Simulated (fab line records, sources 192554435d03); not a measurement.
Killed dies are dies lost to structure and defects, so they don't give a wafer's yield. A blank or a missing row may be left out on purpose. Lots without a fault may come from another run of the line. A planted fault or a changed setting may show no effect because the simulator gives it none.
fab line records | flow n5_finfet
record lots=5 wafers=15 last_day=14
route steps=1938 shown BEOL_M10@1535 BEOL_M11@1536
lots that met no fault: from a run of the same line without faults
start_h: hours from the record's first day to the start of the lot's first wafer shown | wait_h: hours since the lot's step before | " the same as in the row above | L1.1+2: a row that stands for several wafers | - no value, or no start given | * or withheld: withheld | < > ~ a bound
route shown NAME@n: a module of which the file shows steps, and the number in the route of the first | usual: mean/standard deviation of fault-free wafers | same: alike in all rows | chamber/n: place in a boat | sites: the reading at each site | _std_site: their standard deviation | _edge_site: outer sites' mean less inner sites' | radius_mm: how far each site lies from the wafer's centre | mask NAME#n: copy n | behind: the tool/chamber that last shaped the wafer | hold: why the lot was held/for how many hours/how that ended | device: the transistor (n, p or np) that didn't switch | end of line: the same wafers' tests at the end of the route | a step without rows: its recipe alone | killed: dies lost to structure and defects at the first sort, not the wafer's yield | map: a wafer's dies, x killed, . not, _ none there
set.NAME: the setting as run; set.NAME@STEP: as run at that earlier step | model.NAME: the simulator's own value behind a step, which no gauge read
lots at some steps of the route; a table a step, a row a wafer
services: from which hour (start_h, from the record's first day; less than 0 if before it) a tool's chamber was out of use, for how many hours, and why
## steps
# step N5_BEOL_M10_INSPECT_58
# recipe inspect_instrument=darkfield mode=post_dep
# usual raw_defect_count=64/20
# columns lot.wafer tool chamber start_h wait_h raw_defect_count
L074.2 defect_inspect-02 - 219.81 0.0 55
L074.4 " - " " 90
L074.5 " - " " 72
L075.2 defect_inspect-02 - 222.10 0.0 51
L075.3 " - " " 108
L075.6 " - " " 73
L078.2 defect_inspect-02 - 250.96 0.0 76
L078.4 " - " " 46
L078.6 " - " " 42
L079.2 defect_inspect-01 - 256.82 0.0 96
L079.3 " - " " 70
L079.4 " - " " 69
L082.1 defect_inspect-02 - 275.61 0.0 63
L082.4 " - " " 87
L082.5 " - " " 74
# step N5_BEOL_M11_ILD_DEP_00
# recipe material=SiCOH_lowk target_thk_a=3085.1 temp_c=300 precursor=DEMS/porogen pressure_torr=5 rf_w=500 time_s=58
# usual heater_power_w=356/38 showerhead_plenum_p_Torr=5.741/0.013 susceptor_temp_C=300.01/0.21 throttle_valve_pct=13.7/0.55
# columns lot.wafer tool chamber start_h wait_h heater_power_w showerhead_plenum_p_Torr susceptor_temp_C throttle_valve_pct
L074.2 pecvd-02 2 219.85 0.0 342 5.752 299.46 14.4
L074.4 " 2 " " 358 5.770 299.47 14.5
L074.5 " 1 " " 330 5.725 300.40 13.5
L075.2 pecvd-01 0 222.13 0.0 379 5.740 299.87 13.6
L075.3 " 1 " " 381 5.722 300.01 13.7
L075.6 " 1 " " 382 5.730 300.36 13.9
L078.2 pecvd-02 1 250.99 0.0 324 5.730 300.21 13.8
L078.4 " 0 " " 309 5.749 299.94 13.4
L078.6 " 1 " " 332 5.723 300.05 13.2
L079.2 pecvd-02 2 256.86 0.0 353 5.752 300.19 14.3
L079.3 " 0 " " 362 5.749 300.02 13.6
L079.4 " 0 " " 379 5.754 300.11 13.3
L082.1 pecvd-01 0 275.65 0.0 321 5.732 299.85 13.8
L082.4 " 2 " " 332 5.744 299.98 12.6
L082.5 " 0 " " 351 5.737 299.82 13.9
# step N5_BEOL_M11_CURE_71
# recipe temp_c=385 time_s=240 ambient=He/Ar material=SiCOH_lowk
# usual lamp_power_pct=52.32/0.053 wafer_temp_C_max=386.9/0.64
# columns lot.wafer tool chamber start_h wait_h lamp_power_pct wafer_temp_C_max
L074.2 uv_cure-01 1 220.00 0.1 52.41 387.1
L074.4 " 1 " " 52.36 386.6
L074.5 " 1 " " 52.31 387.0
L075.2 uv_cure-03 0 222.29 0.1 52.36 386.3
L075.3 " 0 " " 52.30 386.5
L075.6 " 0 " " 52.29 386.6
L078.2 uv_cure-02 0 251.15 0.1 52.25 388.0
L078.4 " 0 " " 52.42 387.5
L078.6 " 0 " " 52.35 387.1
L079.2 uv_cure-01 0 257.28 0.4 52.39 386.5
L079.3 " 0 " " 52.28 386.2
L079.4 " 0 " " 52.32 385.9
L082.1 uv_cure-01 2 275.75 0.1 52.28 387.3
L082.4 " 2 " " 52.32 387.6
L082.5 " 2 " " 52.24 387.3
# step N5_BEOL_M11_THK_MEAS_01
# recipe reads=SiCOH_lowk_of_BEOL_M11_ILD_DEP_00
# usual M11_ILD_THK=268/3.1
# columns lot.wafer tool chamber start_h wait_h M11_ILD_THK[nm]
L074.2 film_metro-01 - 220.44 0.4 269
L074.4 " - " " 270
L074.5 " - " " 268
L075.2 film_metro-02 - 222.73 0.4 267
L075.3 " - " " 263
L075.6 " - " " 266
L078.2 film_metro-01 - 251.58 0.4 265
L078.4 " - " " 273
L078.6 " - " " 274
L079.2 film_metro-02 - 257.71 0.4 265
L079.3 " - " " 263
L079.4 " - " " 269
L082.1 film_metro-02 - 276.27 0.4 267
L082.4 " - " " 267
L082.5 " - " " 272
# step N5_BEOL_M11_PECVD_70
# recipe material=SiO2 target_thk_a=200 temp_c=400 precursor=TEOS/O2 pressure_torr=5.5 rf_w=450 teos_flow_sccm=53.8 gas=O2 flow_sccm=3000 time_s=22.7
# usual heater_power_w=802/92 showerhead_plenum_p_Torr=8.79/0.05 susceptor_temp_C=400.00/0.23 throttle_valve_pct=22.1/0.94
# columns lot.wafer tool chamber start_h wait_h heater_power_w showerhead_plenum_p_Torr susceptor_temp_C throttle_valve_pct
L074.2 pecvd-02 1 220.47 0.0 703 8.76 400.42 22.0
L074.4 " 0 " " 836 8.84 399.68 21.7
L074.5 " 2 " " 887 8.84 399.85 22.9
L075.2 pecvd-02 1 222.76 0.0 797 8.73 400.53 21.9
L075.3 " 0 " " 835 8.87 400.18 21.9
L075.6 " 0 " " 838 8.87 400.00 21.9
L078.2 pecvd-04 2 251.62 0.0 859 8.79 400.64 20.1
L078.4 " 0 " " 915 8.83 400.18 22.2
L078.6 " 2 " " 874 8.79 400.50 20.3
L079.2 pecvd-01 1 257.75 0.0 705 8.75 399.77 22.4
L079.3 " 2 " " 800 8.78 399.63 20.5
L079.4 " 1 " " 713 8.75 399.90 22.4
L082.1 pecvd-02 1 276.30 0.0 769 8.75 400.03 22.0
L082.4 " 1 " " 772 8.74 399.90 22.0
L082.5 " 2 " " 863 8.84 399.76 23.1
# step N5_BEOL_M11_HM_DEP_02
# recipe material=TiN target_thk_a=200 temp_c=25 chamber_pressure_pa=0.49996
# usual susceptor_temp_C=25.00/0.12 throttle_valve_pct=30.1/0.39
# columns lot.wafer tool chamber start_h wait_h susceptor_temp_C throttle_valve_pct
L074.2 pvd_sputter-01 - 220.70 0.2 24.85 29.6
L074.4 " - " " 25.13 30.2
L074.5 " - " " 25.03 30.9
L075.2 pvd_sputter-03 - 222.82 0.0 25.03 29.6
L075.3 " - " " 24.95 30.0
L075.6 " - " " 25.11 29.8
L078.2 pvd_sputter-03 - 253.77 2.1 24.87 29.5
L078.4 " - " " 25.16 30.5
L078.6 " - " " 25.05 30.0
L079.2 pvd_sputter-01 - 257.87 0.1 24.95 31.1
L079.3 " - " " 24.84 29.8
L079.4 " - " " 24.87 29.8
L082.1 pvd_sputter-03 - 277.85 1.5 24.94 30.0
L082.4 " - " " 25.25 30.6
L082.5 " - " " 25.16 30.3
# step N5_BEOL_M11_COAT_59
# recipe resist=SOC temp_c=250 time_s=60 spin_rpm=1500 resist_thk_nm=100
# columns lot.wafer tool chamber start_h wait_h
L074.2+4+5 litho_track-03 0 220.83 0.1
L075.2+3+6 litho_track-03 0 222.95 0.1
L078.2+4+6 litho_track-03 0 253.90 0.1
L079.2+3+4 litho_track-01 0 257.99 0.1
L082.1+4+5 litho_track-03 0 277.98 0.1
# step N5_BEOL_M11_COAT_60
# recipe resist=SiARC temp_c=220 time_s=60 spin_rpm=1500 resist_thk_nm=30
# columns lot.wafer tool chamber start_h wait_h
L074.2+4+5 litho_track-03 0 - -
L075.2+3+6 litho_track-03 0 - -
L078.2+4+6 litho_track-03 0 - -
L079.2+3+4 litho_track-01 0 - -
L082.1+4+5 litho_track-03 0 - -
# step N5_BEOL_M11_COAT_05
# recipe resist=CAR-ArF spin_rpm=1500 resist_thk_nm=90
# columns lot.wafer tool chamber start_h wait_h
L074.2+4+5 litho_track-03 0 - -
L075.2+3+6 litho_track-03 0 - -
L078.2+4+6 litho_track-03 0 - -
L079.2+3+4 litho_track-01 0 - -
L082.1+4+5 litho_track-03 0 - -
# step N5_BEOL_M11_EBR_07
# recipe solvent=PGMEA ebr_width_mm=1.5
# columns lot.wafer tool chamber start_h wait_h
L074.2+4+5 litho_track-03 0 - -
L075.2+3+6 litho_track-03 0 - -
L078.2+4+6 litho_track-03 0 - -
L079.2+3+4 litho_track-01 0 - -
L082.1+4+5 litho_track-03 0 - -
# step N5_BEOL_M11_SOFTBAKE_06
# recipe temp_c=110 time_s=60 resist=CAR-ArF
# columns lot.wafer tool chamber start_h wait_h
L074.2+4+5 litho_track-03 0 - -
L075.2+3+6 litho_track-03 0 - -
L078.2+4+6 litho_track-03 0 - -
L079.2+3+4 litho_track-01 0 - -
L082.1+4+5 litho_track-03 0 - -
# step N5_BEOL_M11_EXPOSE_08
# recipe mask_id=M11 na=1.35 source_shape=dipole sigma_inner=0.411 sigma_outer=0.611 polarization=te dose_mj=53.75
# columns lot.wafer tool chamber start_h wait_h mask
L074.2+4+5 arfi_scanner-01 0 221.08 - M11#0
L075.2+3+6 arfi_scanner-01 0 223.07 - M11#0
L078.2+4+6 arfi_scanner-01 0 254.02 - M11#0
L079.2+3+4 arfi_scanner-02 0 258.24 - M11#0
L082.1+4+5 arfi_scanner-01 0 278.22 - M11#0
# step N5_BEOL_M11_PEB_09
# recipe peb_temp_c=withheld peb_time_s=60 resist=CAR-ArF
# columns lot.wafer tool chamber start_h wait_h
L074.2+4+5 litho_track-03 0 221.13 0.0
L075.2+3+6 litho_track-01 0 223.13 0.0
L078.2+4+6 litho_track-03 0 254.08 0.0
L079.2+3+4 litho_track-03 0 258.30 0.0
L082.1+4+5 litho_track-01 0 278.28 0.1
# step N5_BEOL_M11_DEVELOP_10
# recipe develop_time_s=30 developer=TMAH resist=CAR-ArF rinse_liquid=diw dry=air_spin dev_temp_c=23
# columns lot.wafer tool chamber start_h wait_h
L074.2+4+5 litho_track-03 0 - -
L075.2+3+6 litho_track-01 0 - -
L078.2+4+6 litho_track-03 0 - -
L079.2+3+4 litho_track-03 0 - -
L082.1+4+5 litho_track-01 0 - -
# step N5_BEOL_M11_CD_MEAS_11
# recipe target_cd_nm=64.1 landing_energy_ev=500 detector=se_inlens polarity=opening
# usual cd_nm=64.0/0.45
# same landing_energy_ev=500
# columns lot.wafer tool chamber start_h wait_h cd_nm
L074.2 cd_sem-02 0 221.20 - 64.0
L074.4 " 0 " " 64.4
L074.5 " 0 " " 63.6
L075.2 cd_sem-03 0 223.20 - 63.4
L075.3 " 0 " " 64.1
L075.6 " 0 " " 64.3
L078.2 cd_sem-01 0 254.14 - 64.8
L078.4 " 0 " " 64.0
L078.6 " 0 " " 63.9
L079.2 cd_sem-01 0 258.36 - 64.0
L079.3 " 0 " " 64.0
L079.4 " 0 " " 63.8
L082.1 cd_sem-02 0 278.35 - 63.5
L082.4 " 0 " " 63.8
L082.5 " 0 " " 63.7
# step N5_BEOL_M11_OVL_MEAS_12
# recipe points_per_wafer=44
# usual M11_OVL=0.6/0.94
# columns lot.wafer tool chamber start_h wait_h M11_OVL[nm]
L074.2 overlay-01 0 221.23 0.0 0.9
L074.4 " 0 " " 0.6
L074.5 " 0 " " 0.4
L075.2 overlay-02 0 223.22 0.0 0.3
L075.3 " 0 " " 0.6
L075.6 " 0 " " 0.9
L078.2 overlay-02 0 254.17 0.0 -0.5
L078.4 " 0 " " -0.4
L078.6 " 0 " " 0.4
L079.2 overlay-01 0 258.39 0.0 0.4
L079.3 " 0 " " 0.8
L079.4 " 0 " " 0.3
L082.1 overlay-01 0 278.38 0.0 -0.6
L082.4 " 0 " " -0.6
L082.5 " 0 " " 0.9
# step N5_BEOL_M11_INSPECT_13
# recipe mode=adi inspect_instrument=brightfield
# usual raw_defect_count=363/77
# columns lot.wafer tool chamber start_h wait_h raw_defect_count
L074.2 defect_inspect-01 - 221.25 0.0 344
L074.4 " - " " 305
L074.5 " - " " 343
L075.2 defect_inspect-02 - 223.25 0.0 347
L075.3 " - " " 434
L075.6 " - " " 366
L078.2 defect_inspect-01 - 254.20 0.0 400
L078.4 " - " " 390
L078.6 " - " " 336
L079.2 defect_inspect-02 - 258.42 0.0 625
L079.3 " - " " 422
L079.4 " - " " 520
L082.1 defect_inspect-01 - 278.40 0.0 233
L082.4 " - " " 439
L082.5 " - " " 309
# step N5_BEOL_M11_DESCUM_16
# recipe chemistry=O2 time_s=7.9 source_power_w=50 bias_power_w=20 pressure_mtorr=20 rf_frequency_hz=2.712e+07 temp_c=40 resist=CAR-ArF o2_flow_sccm=225
# usual drypump_motor_current_A=5.8/0.39 oes_product_au=0.79/0.069 rf_vpp_V=243.1/1.1 showerhead_plenum_p_Torr=2.09/0.053 throttle_valve_pct=20.32/0.16
# columns lot.wafer tool chamber start_h wait_h drypump_motor_current_A oes_product_au rf_hours_counter_h rf_vpp_V showerhead_plenum_p_Torr throttle_valve_pct
L074.2 rie_diel-03 3 221.29 0.0 6.3 0.88 47 244.3 2.14 20.32
L074.4 " 2 " " 5.5 0.73 157 242.3 2.09 20.37
L074.5 " 0 " " 6.2 0.79 - 240.0 2.01 20.15
L075.2 rie_diel-03 2 223.28 0.0 5.4 0.73 158 242.5 2.09 20.36
L075.3 " 1 " " 6.2 0.74 165 245.2 2.18 20.42
L075.6 " 0 " " 6.2 0.78 - 242.6 2.01 20.14
L078.2 rie_diel-03 1 254.46 0.3 6.2 0.73 174 245.2 2.18 20.42
L078.4 " 1 " " 6.2 0.73 - 243.8 2.18 20.43
L078.6 " 0 " " 6.2 0.78 - 242.1 2.01 20.17
L079.2 rie_diel-01 0 259.05 0.6 5.6 0.74 161 242.7 2.10 20.47
L079.3 " 2 " " 5.7 0.82 79 243.1 2.03 20.15
L079.4 " 1 " " 5.7 0.82 101 243.3 2.12 20.46
L082.1 rie_diel-01 3 279.06 0.7 5.2 0.92 28 241.5 2.13 20.10
L082.4 " 2 " " 5.7 0.81 87 242.2 2.03 20.19
L082.5 " 3 " " 5.2 0.91 - 241.9 2.13 20.12
# step N5_BEOL_M11_ETCH_61
# recipe chemistry=CF4 target=SiARC target_depth_a=390 mask_material=CAR-ArF time_s=65 ion_energy_ev=80 pressure_mtorr=40 source_w=545 bias_w=36 Ar_flow_sccm=100 cf4_flow_sccm=100 ends=cleared
# usual drypump_motor_current_A=5.8/0.39 etch_rf_on_time_s=64.9/1.1 oes_product_au=0.68/0.061 rf_vpp_V=184.0/1.1 showerhead_plenum_p_Torr=2.14/0.049 throttle_valve_pct=15.51/0.15
# columns lot.wafer tool chamber start_h wait_h drypump_motor_current_A etch_rf_on_time_s oes_product_au rf_hours_counter_h rf_vpp_V showerhead_plenum_p_Torr throttle_valve_pct
L074.2 rie_diel-03 3 221.32 0.0 6.2 64.5 0.75 47 184.2 2.17 15.39
L074.4 " 2 " " 5.4 63.8 0.63 157 184.5 2.14 15.61
L074.5 " 0 " " 6.1 65.4 0.67 - 181.5 2.07 15.39
L075.2 rie_diel-03 2 223.32 0.0 5.5 64.3 0.63 158 183.0 2.14 15.59
L075.3 " 1 " " 6.2 66.1 0.63 165 184.3 2.23 15.60
L075.6 " 0 " " 6.2 65.1 0.67 - 183.2 2.07 15.40
L078.2 rie_diel-03 1 254.50 0.0 6.2 65.8 0.62 174 183.2 2.22 15.63
L078.4 " 1 " " 6.1 66.0 0.62 - 184.0 2.22 15.62
L078.6 " 0 " " 6.2 66.2 0.66 - 183.4 2.06 15.43
L079.2 rie_diel-01 0 259.08 0.0 5.6 64.4 0.64 161 184.8 2.14 15.62
L079.3 " 2 " " 5.7 64.3 0.70 79 183.3 2.08 15.37
L079.4 " 1 " " 5.7 65.0 0.70 101 184.5 2.16 15.55
L082.1 rie_diel-01 3 279.10 0.0 5.2 63.4 0.79 28 183.5 2.18 15.29
L082.4 " 2 " " 5.7 64.1 0.70 87 184.2 2.08 15.38
L082.5 " 3 " " 5.1 63.4 0.79 - 184.7 2.18 15.30
# step N5_BEOL_M11_ETCH_62
# recipe chemistry=N2/H2 target=SOC target_depth_a=1100 overetch_a=220 mask_material=SiARC temp_c=40 time_s=165 ion_energy_ev=200 pressure_mtorr=30 source_w=840 bias_w=150 n2_flow_sccm=200 h2_flow_sccm=200
# usual drypump_motor_current_A=5.8/0.39 oes_product_au=0.67/0.055 rf_vpp_V=523.9/2 showerhead_plenum_p_Torr=2.54/0.066 throttle_valve_pct=17.72/0.19
# columns lot.wafer tool chamber start_h wait_h drypump_motor_current_A oes_product_au rf_hours_counter_h rf_vpp_V showerhead_plenum_p_Torr throttle_valve_pct
L074.2 rie_diel-03 3 221.37 0.0 6.2 0.75 48 526.4 2.59 17.61
L074.4 " 2 " " 5.5 0.63 157 524.9 2.54 17.89
L074.5 " 0 " " 6.2 0.66 - 520.5 2.45 17.51
L075.2 rie_diel-03 2 223.37 0.0 5.5 0.62 158 524.1 2.54 17.90
L075.3 " 1 " " 6.2 0.62 165 526.1 2.65 17.87
L075.6 " 0 " " 6.2 0.66 - 521.5 2.45 17.52
L078.2 rie_diel-03 1 254.55 0.0 6.1 0.62 174 525.8 2.65 17.90
L078.4 " 1 " " 6.1 0.62 - 527.3 2.65 17.91
L078.6 " 0 " " 6.2 0.66 - 521.2 2.44 17.53
L079.2 rie_diel-01 0 259.13 0.0 5.6 0.63 161 523.7 2.55 17.89
L079.3 " 2 " " 5.7 0.70 79 522.3 2.46 17.43
L079.4 " 1 " " 5.7 0.70 101 524.1 2.56 17.74
L082.1 rie_diel-01 3 279.15 0.0 5.1 0.78 28 525.8 2.60 17.55
L082.4 " 2 " " 5.7 0.68 87 523.4 2.46 17.44
L082.5 " 3 " " 5.2 0.78 - 525.5 2.60 17.54
# step N5_BEOL_M11_STRIP_68
# recipe chemistry=N2/H2 temp_c=40 n2_flow_sccm=200 h2_flow_sccm=200 rf_frequency_hz=6e+07
# columns lot.wafer tool chamber start_h wait_h
L074.2+4+5 rie_diel-03 3,2,0 221.51 0.1
L075.2+3+6 rie_diel-03 2,1,0 223.50 0.1
L078.2+4+6 rie_diel-03 1,1,0 254.68 0.1
L079.2+3+4 rie_diel-01 0,2,1 259.27 0.1
L082.1+4+5 rie_diel-01 3,2,3 279.28 0.1
# step N5_BEOL_M11_STRIP_67
# recipe chemistry=CF4 resist=SiARC power_w=300 bias_power_w=75 pressure_mtorr=50 cf4_flow_sccm=150 rf_frequency_hz=6e+07
# usual drypump_motor_current_A=5.8/0.39 oes_product_au=0.79/0.065 power_w=300.0/0.91 rf_vpp_V=271.0/1.2 showerhead_plenum_p_Torr=1.79/0.039 throttle_valve_pct=13.49/0.15
# columns lot.wafer tool chamber start_h wait_h drypump_motor_current_A oes_product_au power_w rf_hours_counter_h rf_vpp_V showerhead_plenum_p_Torr throttle_valve_pct
L074.2 rie_diel-03 3 221.52 0.0 6.2 0.88 300.9 48 270.9 1.82 13.35
L074.4 " 2 " " 5.5 0.74 299.8 157 271.2 1.80 13.58
L074.5 " 0 " " 6.2 0.78 299.9 - 270.1 1.73 13.41
L075.2 rie_diel-03 2 223.51 0.0 5.5 0.74 299.3 158 270.4 1.80 13.58
L075.3 " 1 " " 6.1 0.74 300.3 165 272.7 1.86 13.57
L075.6 " 0 " " 6.2 0.79 299.4 - 269.9 1.73 13.40
L078.2 rie_diel-03 1 254.69 0.0 6.1 0.73 300.9 174 271.5 1.86 13.60
L078.4 " 1 " " 6.1 0.73 301.5 - 271.8 1.86 13.61
L078.6 " 0 " " 6.2 0.77 298.4 - 269.9 1.73 13.44
L079.2 rie_diel-01 0 259.28 0.0 5.6 0.74 300.2 161 270.9 1.79 13.58
L079.3 " 2 " " 5.7 0.81 299.4 80 270.1 1.75 13.37
L079.4 " 1 " " 5.7 0.81 300.1 101 270.5 1.81 13.52
L082.1 rie_diel-01 3 279.29 0.0 5.2 0.91 299.7 28 271.9 1.83 13.24
L082.4 " 2 " " 5.7 0.80 299.0 87 269.1 1.75 13.38
L082.5 " 3 " " 5.2 0.91 299.8 - 272.5 1.83 13.22
# step N5_BEOL_M11_HM_OPEN_17
# recipe chemistry=Cl2/BCl3 target_depth_a=200 overetch_a=60 target=TiN mask_material=SOC ion_energy_ev=150 pressure_mtorr=10 icp_w=1000 bias_w=126 Cl2_flow_sccm=53.25 bcl3_flow_sccm=21.75 Ar_flow_sccm=25
# usual drypump_motor_current_A=5.99/0.22 oes_product_au=0.68/0.094 throttle_valve_pct=22.22/0.12
# columns lot.wafer tool chamber start_h wait_h drypump_motor_current_A oes_product_au rf_hours_counter_h throttle_valve_pct
L074.2 rie_metal-02 1 221.59 0.1 5.83 0.63 - 22.19
L074.4 " 1 " " 5.83 0.63 - 22.18
L074.5 " 1 " " 5.83 0.62 - 22.18
L075.2 rie_metal-01 1 223.55 0.0 5.72 0.54 101 22.17
L075.3 " 0 " " 6.38 0.65 - 22.21
L075.6 " 0 " " 6.39 0.65 - 22.22
L078.2 rie_metal-01 1 254.73 0.0 5.72 0.55 103 22.16
L078.4 " 0 " " 6.43 0.64 - 22.20
L078.6 " 0 " " 6.41 0.64 - 22.22
L079.2 rie_metal-02 0 259.32 0.0 6.12 0.82 2 22.34
L079.3 " 0 " " 6.09 0.83 - 22.34
L079.4 " 1 " " 5.83 0.61 - 22.22
L082.1 rie_metal-03 1 279.33 0.0 6.19 0.69 33 22.03
L082.4 " 0 " " 5.76 0.82 - 22.37
L082.5 " 0 " " 5.78 0.82 - 22.37
# step N5_BEOL_M11_STRIP_19
# recipe chemistry=O2 power_w=400 temp_c=40 pressure_mtorr=30 rf_frequency_hz=6e+07 bias_power_w=0 overash_fraction=0.2 o2_flow_sccm=225
# usual drypump_motor_current_A=5.8/0.4 oes_product_au=0.80/0.067 rf_vpp_V=3.6/0.64 showerhead_plenum_p_Torr=2.10/0.05 throttle_valve_pct=16.59/0.21
# columns lot.wafer tool chamber start_h wait_h drypump_motor_current_A oes_product_au rf_hours_counter_h rf_vpp_V showerhead_plenum_p_Torr throttle_valve_pct
L074.2 rie_diel-05 0 221.76 0.1 5.7 0.69 239 3.1 2.08 17.10
L074.4 " 3 " " 5.4 0.73 184 4.8 2.09 17.20
L074.5 " 3 " " 5.4 0.73 - 3.9 2.08 17.21
L075.2 rie_diel-01 1 223.66 0.1 5.7 0.84 91 3.7 2.13 16.64
L075.3 " 3 " " 5.1 0.97 10 3.4 2.14 16.30
L075.6 " 1 " " 5.7 0.83 - 5.0 2.13 16.63
L078.2 rie_diel-03 0 254.94 0.2 6.2 0.77 145 2.5 2.01 16.44
L078.4 " 1 " " 6.1 0.72 - 3.7 2.18 16.69
L078.6 " 0 " " 6.1 0.76 - 3.9 2.01 16.44
L079.2 rie_diel-01 1 259.43 0.1 5.7 0.81 101 3.9 2.12 16.64
L079.3 " 3 " " 5.1 0.93 21 3.9 2.13 16.33
L079.4 " 2 " " 5.7 0.82 80 3.4 2.04 16.43
L082.1 rie_diel-03 1 279.55 0.2 6.2 0.72 187 3.7 2.18 16.72
L082.4 " 0 " " 6.2 0.76 - 3.5 2.01 16.47
L082.5 " 3 " " 6.2 0.86 - 3.6 2.13 16.58
## services
# columns tool chamber start_h hours kind
pecvd-04 1 199.60 5.5 scheduled_down
arfi_scanner-01 - 200.56 0.4 repair
litho_track-03 - 200.77 - consumable_replace:filter
rie_metal-03 0 201.58 16.2 repair
uv_cure-03 - 203.17 7.5 pm
pecvd-04 2 205.34 - clean
pecvd-04 2 205.34 - consumable_replace:showerhead
pecvd-04 2 205.34 29.0 scheduled_down
rie_metal-02 0 218.93 - clean
rie_metal-02 0 218.93 18.7 scheduled_down
rie_metal-02 0 218.93 18.7 vent_cycle
litho_track-01 - 226.73 - consumable_replace:filter
arfi_scanner-01 0 229.92 - calibration
rie_diel-01 - 232.90 2.8 pm
uv_cure-01 - 243.85 1.1 repair
rie_diel-03 2 248.66 32.5 repair
uv_cure-03 - 252.94 1.3 repair
rie_diel-05 - 255.94 4.4 repair
uv_cure-03 - 256.09 2.8 pm
rie_diel-03 3 261.12 1.6 repair
arfi_scanner-02 - 264.82 16.0 pm
rie_diel-05 - 265.35 34.4 repair
arfi_scanner-01 - 272.28 1.0 pm
pecvd-01 1 274.01 5.5 scheduled_down
## key
fault none
